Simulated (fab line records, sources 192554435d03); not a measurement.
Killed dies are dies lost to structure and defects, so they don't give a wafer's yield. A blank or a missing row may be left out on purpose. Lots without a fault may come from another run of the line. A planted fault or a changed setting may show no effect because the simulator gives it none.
Split-lot experiment | flow n5_finfet | 7 lots, 21 wafers read, on a route of 1938 steps

THE SPLIT
At N5_BEOL_M6_ALD_77 (deposits TaN, target thk 2 nm, pulse time 2 s, purge time 3 s), the setting ald_cycles was moved away from the recipe's 40 on 10 of the 21 wafers read, by -10.0% to +15.0%. The other wafers ran this setting at the recipe's value.

The reading is taken at the split's own step.

THE READING
TaN_of_BEOL_M6_ALD_77.thk_nm (the simulator's own value, which no gauge read), in nm, at N5_BEOL_M6_ALD_77 (deposits TaN, target thk 2 nm, pulse time 2 s, purge time 3 s). The file gives no usual value for it.

wafer  | tool, chamber at the split | ald_cycles as run | against the recipe | TaN_of_BEOL_M6_ALD_77.thk_nm, nm | against lot-mates on the recipe
L074.1 | ald_metal-04, 1            | 40                | recipe             | 2                                | -
L074.2 | ald_metal-04, 0            | 46                | +15.0%             | 2.2                              | +0.2
L074.5 | ald_metal-04, 1            | 46                | +15.0%             | 2.4                              | +0.4
L075.1 | ald_metal-03, 2            | 36                | -10.0%             | 1.8                              | -0.2
L075.4 | ald_metal-03, 0,1          | 40                | recipe             | 2                                | -
L075.6 | ald_metal-03, 0,1          | 40                | recipe             | 2                                | -
L079.1 | ald_metal-01, 1            | 45                | +12.5%             | 2.2                              | +0.2
L079.4 | ald_metal-01, 3,2          | 40                | recipe             | 2                                | -
L079.5 | ald_metal-01, 3,2          | 40                | recipe             | 2                                | -
L081.1 | ald_metal-01, 3            | 40                | recipe             | 2                                | -
L081.3 | ald_metal-01, 2,1          | 46                | +15.0%             | 2.4                              | +0.4
L081.5 | ald_metal-01, 2,1          | 46                | +15.0%             | 2.4                              | +0.4
L085.1 | ald_metal-01, 2,3,3        | 40                | recipe             | 2                                | -
L085.4 | ald_metal-01, 2,3,3        | 40                | recipe             | 2                                | -
L085.6 | ald_metal-01, 2,3,3        | 40                | recipe             | 2                                | -
L086.1 | ald_metal-01, 2,3          | 38                | -5.0%              | 1.8                              | -0.2
L086.4 | ald_metal-01, 2,3          | 38                | -5.0%              | 1.8                              | -0.2
L086.6 | ald_metal-01, 3            | 40                | recipe             | 2                                | -
L092.1 | ald_metal-04, 1            | 40                | recipe             | 2                                | -
L092.3 | ald_metal-04, 3            | 44                | +10.0%             | 2.2                              | +0.2
L092.5 | ald_metal-04, 3            | 44                | +10.0%             | 2.2                              | +0.2
Where a row lists several chambers, the file gives one row for several wafers and doesn't say which wafer went through which chamber.

THE FIT
A straight line over all 21 wafers: TaN_of_BEOL_M6_ALD_77.thk_nm changes by +0.0231 nm for each +1% of ald_cycles; r = +0.96; the points scatter about the line by 0.052 nm.
The same after taking each lot's own level away (the mean of its wafers on the recipe; 21 wafers): +0.0231 nm for each +1%; r = +0.96; scatter 0.052 nm.
On that fit, the largest move of ald_cycles shifts the reading by 0.35 nm.
The lots' own levels span 2.00 to 2.00 nm.
So the lot-to-lot level changes the slope little: the two slopes agree.
Check: with one of the wafers moved furthest among these (+15.0%) left out of the fit, the line predicts +0.359 nm for it against its lot-mates. It came out at +0.2 nm against them.

OTHER SPLITS ON THESE WAFERS
These wafers also went through other splits before the reading. Each is held against what the fit with the lots' levels taken away leaves over:
other split on the same wafers    | wafers away from the commonest value | r with TaN_of_BEOL_M6_ALD_77.thk_nm (lot level and that fit taken away)
N5_BEOL_M2_COAT_68 spin_rpm       | 7                                    | +0.22
N5_BEOL_M3_COAT_05 spin_rpm       | 6                                    | -0.14
N5_BEOL_M4_COAT_73 spin_rpm       | 7                                    | +0.22
N5_BEOL_M4_COAT_05 spin_rpm       | 6                                    | +0.24
N5_BEOL_M5_COAT_05 spin_rpm       | 7                                    | -0.07
N5_BEOL_M6_PECVD_70 temp_c        | 8                                    | -0.22
N5_BEOL_M6_HM_DEP_02 target_thk_a | 7                                    | +0.45

THE FILE'S OWN FIT
TaN_of_BEOL_M6_ALD_77.thk_nm changes by +0.0217 nm for each +1% of ald_cycles, r = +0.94.
